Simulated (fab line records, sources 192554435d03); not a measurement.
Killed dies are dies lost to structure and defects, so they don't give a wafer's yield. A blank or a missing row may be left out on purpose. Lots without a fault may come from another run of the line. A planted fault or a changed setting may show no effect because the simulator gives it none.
Which tool did it? | flow n5_finfet | 10 lots, 27 wafers sampled, at 5 steps of a route of 1938

WHAT THE GAUGES READ, wafer by wafer
N5_MOL_CONTACT_COAG_INSPECT_10: inspects for defects (brightfield). Usual: raw_defect_count 70, standard deviation 26.
lot  | measured     | on                | raw_defect_count | flag
L451 | day 4 14:41  | defect_inspect-01 | 57 74 49         |
L452 | day 4 20:35  | defect_inspect-02 | 78 132 112       |
L453 | day 5 04:13  | defect_inspect-01 | 67 43 73         |
L455 | day 5 17:55  | defect_inspect-02 | 72 65            |
L458 | day 6 09:35  | defect_inspect-01 | 83 65 51         |
L466 | day 8 08:22  | defect_inspect-01 | 36 52 41         |
L468 | day 8 22:33  | defect_inspect-02 | 81 97 124        |
L469 | day 9 05:30  | defect_inspect-01 | 43 30 46         |
L473 | day 10 03:44 | defect_inspect-02 | 54 52            |
L474 | day 10 16:31 | defect_inspect-01 | 43 53            |

N5_BEOL_M4_RC_MEAS_101. Usual: DIBL_N 35.0 mV/V, standard deviation 2.4; DIBL_P 35.4 mV/V, standard deviation 2.8; IOFF_N 0.14 nA/um, standard deviation 0.045; IOFF_P 0.20 nA/um, standard deviation 0.048; ION_N 667 uA/um, standard deviation 19; ION_P 460 uA/um, standard deviation 11; SS_N 71.2 mV/dec, standard deviation 0.71; SS_P 73.1 mV/dec, standard deviation 0.86; VT_N 252 mV, standard deviation 4.6; VT_P -251 mV, standard deviation 3.4.
lot  | measured     | on        | DIBL_N (mV/V)  | DIBL_P (mV/V)  | IOFF_N (nA/um) | IOFF_P (nA/um) | ION_N (uA/um) | ION_P (uA/um) | SS_N (mV/dec)  | SS_P (mV/dec)  | VT_N (mV)   | VT_P (mV)      | flag
L451 | day 8 04:15  | prober-01 | 33.3 31.0 35.2 | 34.5 32.4 38.2 | 0.13 0.10 0.17 | 0.18 0.16 0.25 | 651 664 688   | 451 467 481   | 70.5 70.0 70.3 | 73.0 72.4 73.1 | 249 253 246 | -251 -251 -246 |
L452 | day 8 04:34  | prober-02 | 36.5 33.4 36.5 | 37.5 33.1 38.6 | 0.17 0.12 0.18 | 0.24 0.17 0.25 | 679 663 687   | 464 456 474   | 71.8 70.4 72.3 | 73.7 72.9 74.1 | 250 253 248 | -249 -252 -248 |
L453 | day 8 07:59  | prober-01 | 33.2 37.2 36.4 | 32.2 35.9 34.9 | 0.12 0.19 0.16 | 0.18 0.24 0.21 | 673 680 650   | 469 459 453   | 70.8 72.0 72.1 | 72.8 73.8 73.5 | 252 247 252 | -250 -247 -248 |
L455 | day 8 18:08  | prober-01 | 42.2 38.1      | 45.0 38.7      | 0.32 0.17      | 0.39 0.22      | 706 682       | 481 470       | 72.5 72.4      | 75.2 73.9      | 239 252     | -243 -249      |
L458 | day 9 12:47  | prober-02 | 35.1 37.5 36.2 | 33.5 37.5 37.8 | 0.12 0.18 0.16 | 0.18 0.23 0.27 | 644 682 666   | 447 466 462   | 71.4 71.3 71.3 | 72.5 74.2 73.7 | 254 248 251 | -253 -246 -248 |
L466 | day 11 19:07 | prober-02 | 33.3 36.9 35.9 | 31.0 34.7 34.8 | 0.10 0.15 0.15 | 0.13 0.17 0.17 | 637 661 682   | 437 455 467   | 70.7 71.1 70.9 | 72.4 73.3 73.3 | 257 250 250 | -258 -253 -253 |
L468 | day 12 12:14 | prober-01 | 31.3 36.8 31.7 | 32.2 38.9 32.6 | 0.10 0.18 0.11 | 0.15 0.23 0.15 | 637 653 669   | 439 448 461   | 71.1 72.3 70.9 | 71.9 73.9 72.4 | 255 250 253 | -255 -253 -256 |
L469 | day 12 18:01 | prober-02 | 35.5 37.3 39.6 | 36.3 39.7 41.9 | 0.14 0.21 0.24 | 0.22 0.28 0.33 | 646 700 681   | 451 482 467   | 71.1 71.8 73.0 | 73.3 73.5 75.0 | 253 242 243 | -249 -243 -245 |
L473 | day 13 14:25 | prober-02 | 33.1 36.3      | 36.2 39.3      | 0.12 0.19      | 0.18 0.23      | 654 702       | 457 479       | 71.3 72.0      | 72.9 74.1      | 253 243     | -251 -248      |
L474 | day 13 23:25 | prober-01 | 34.6 33.8      | 35.6 34.3      | 0.14 0.11      | 0.20 0.17      | 681 656       | 471 450       | 70.7 70.9      | 73.5 73.0      | 251 256     | -252 -256      |

WHICH TOOL RAN EACH LOT (tool, then ch and the chambers of the sampled wafers, then the start)
lot  | N5_MOL_CONTACT_COAG_DESCUM_13     | N5_MOL_CONTACT_COAG_STRIP_98      | N5_MOL_CONTACT_COAG_ALD_20
L451 | rie_diel-05 ch 0,1, day 4 14:43   | rie_diel-05 ch 0,1, day 4 15:02   | ald_metal-04 ch 2,3, day 4 16:10
L452 | rie_diel-03 ch 0,1,3, day 4 20:44 | rie_diel-03 ch 0,1,3, day 4 21:03 | ald_metal-04 ch 0,2,3, day 5 01:11
L453 | rie_diel-05 ch 0,1, day 5 04:22   | rie_diel-05 ch 0,1, day 5 04:41   | ald_metal-03 ch 2,3, day 5 07:07
L455 | rie_diel-05 ch 0,3, day 5 17:58   | rie_diel-05 ch 0,3, day 5 18:17   | ald_metal-03 ch 0,1, day 5 19:26
L458 | rie_diel-04 ch 0,3, day 6 09:37   | rie_diel-04 ch 0,3, day 6 09:56   | ald_metal-02 ch 0,1,2, day 6 11:12
L466 | rie_diel-05 ch 0,3, day 8 08:31   | rie_diel-05 ch 0,3, day 8 08:51   | ald_metal-04 ch 1,2,3, day 8 11:10
L468 | rie_diel-04 ch 1,2, day 8 22:47   | rie_diel-04 ch 1,2, day 8 23:06   | ald_metal-04 ch 0,1,2, day 9 00:55
L469 | rie_diel-05 ch 0,1,2, day 9 05:32 | rie_diel-05 ch 0,1,2, day 9 05:52 | ald_metal-02 ch 1,3, day 9 06:38
L473 | rie_diel-04 ch 0,1, day 10 03:56  | rie_diel-04 ch 0,1, day 10 04:16  | ald_metal-03 ch 1,2, day 10 05:01
L474 | rie_diel-03 ch 3, day 10 16:33    | rie_diel-03 ch 3, day 10 16:53    | ald_metal-03 ch 1,2, day 10 17:51
- N5_MOL_CONTACT_COAG_DESCUM_13: chemistry O2, time 7 s.
- N5_MOL_CONTACT_COAG_STRIP_98: strips in N2/H2.
- N5_MOL_CONTACT_COAG_ALD_20: deposits TiN, target thk 1.5 nm, pulse time 1 s, purge time 3 s.

WHAT THE TOOLS THEMSELVES READ (means of the sampled wafers that have a number; where no wafer has one, the mark that the record gives instead)
N5_MOL_CONTACT_COAG_DESCUM_13. Usual: drypump_motor_current_A 5.7 A, standard deviation 0.44; oes_product_au 0.79 a.u., standard deviation 0.098; rf_vpp_V 242.7 V, standard deviation 1.5; showerhead_plenum_p_Torr 2.08 Torr, standard deviation 0.099; throttle_valve_pct 20.46 %, standard deviation 0.25.
lot  | tool        | drypump_motor_current_A (A) | oes_product_au (a.u.) | rf_vpp_V (V) | showerhead_plenum_p_Torr (Torr) | throttle_valve_pct (%) | flag
L451 | rie_diel-05 | 6.3                         | 0.66                  | 241.8        | 2.02                            | 20.74                  |
L452 | rie_diel-03 | 5.7                         | 0.82                  | 243.6        | 2.13                            | 20.48                  |
L453 | rie_diel-05 | 6.0                         | 0.67                  | 242.3        | 2.05                            | 20.78                  |
L455 | rie_diel-05 | 5.9                         | 0.76                  | 243.0        | 2.15                            | 20.55                  |
L458 | rie_diel-04 | 5.4                         | 0.70                  | 242.1        | 2.04                            | 20.46                  |
L466 | rie_diel-05 | 5.9                         | 0.87                  | 243.9        | 2.16                            | 20.34                  |
L468 | rie_diel-04 | 5.3                         | 0.69                  | 241.8        | 2.00                            | 20.72                  |
L469 | rie_diel-05 | 6.2                         | 0.90                  | 243.2        | 2.10                            | 20.38                  |
L473 | rie_diel-04 | 5.2                         | 0.81                  | 242.2        | 2.08                            | 20.38                  |
L474 | rie_diel-03 | 5.3                         | 0.70                  | 243.3        | 2.06                            | 20.45                  |

N5_MOL_CONTACT_COAG_STRIP_98. Usual: drypump_motor_current_A 5.7 A, standard deviation 0.44; oes_product_au 0.79 a.u., standard deviation 0.098; rf_vpp_V 54.3 V, standard deviation 1.6; showerhead_plenum_p_Torr 3.32 Torr, standard deviation 0.15; throttle_valve_pct 18.83 %, standard deviation 0.27.
lot  | tool        | drypump_motor_current_A (A) | oes_product_au (a.u.) | rf_vpp_V (V) | showerhead_plenum_p_Torr (Torr) | throttle_valve_pct (%) | flag
L451 | rie_diel-05 | 6.3                         | 0.66                  | 51.1         | 3.20                            | 18.70                  |
L452 | rie_diel-03 | 5.6                         | 0.82                  | 51.9         | 3.38                            | 18.66                  |
L453 | rie_diel-05 | 6.0                         | 0.66                  | 53.6         | 3.25                            | 18.92                  |
L455 | rie_diel-05 | 5.8                         | 0.76                  | 53.8         | 3.42                            | 18.98                  |
L458 | rie_diel-04 | 5.4                         | 0.70                  | 55.3         | 3.26                            | 18.94                  |
L466 | rie_diel-05 | 5.9                         | 0.87                  | 54.3         | 3.46                            | 18.84                  |
L468 | rie_diel-04 | 5.3                         | 0.69                  | 54.9         | 3.20                            | 19.09                  |
L469 | rie_diel-05 | 6.2                         | 0.88                  | 55.8         | 3.35                            | 18.58                  |
L473 | rie_diel-04 | 5.2                         | 0.81                  | 56.6         | 3.32                            | 18.98                  |
L474 | rie_diel-03 | 5.4                         | 0.70                  | 55.0         | 3.32                            | 19.03                  |

N5_MOL_CONTACT_COAG_ALD_20. Usual: heater_power_w 888 W, standard deviation 90; precursor_pulse_height_rel 0.995, standard deviation 0.02.
lot  | tool         | heater_power_w (W) | precursor_pulse_height_rel | flag
L451 | ald_metal-04 | 856                | 0.972                      |
L452 | ald_metal-04 | 837                | 1.008                      |
L453 | ald_metal-03 | 806                | 0.993                      |
L455 | ald_metal-03 | 932                | 0.992                      |
L458 | ald_metal-02 | 927                | 0.987                      |
L466 | ald_metal-04 | 944                | 1.006                      |
L468 | ald_metal-04 | 941                | 0.993                      |
L469 | ald_metal-02 | 898                | 1.001                      |
L473 | ald_metal-03 | 826                | 0.992                      |
L474 | ald_metal-03 | 835                | 0.989                      |

THE ANSWER, worked out from the rows above alone
Rule: a lot is off if the mean of its wafers that have a number lies more than 3 standard deviations from the usual mean. A lot without any number at a reading at which 4 lots or more have one is off too. The other lots that the step has rows for count as sound. The gauges are gone through in route order, then the tools' own readings, and for those a lot's mean is taken as printed above. The first step at which some lot is off is used, and at that step the reading that is off furthest; a lot without a number counts as furthest.
No lot is off at any reading shown: from this, nothing can be told.

WHAT THE SIMULATOR HAD PUT IN
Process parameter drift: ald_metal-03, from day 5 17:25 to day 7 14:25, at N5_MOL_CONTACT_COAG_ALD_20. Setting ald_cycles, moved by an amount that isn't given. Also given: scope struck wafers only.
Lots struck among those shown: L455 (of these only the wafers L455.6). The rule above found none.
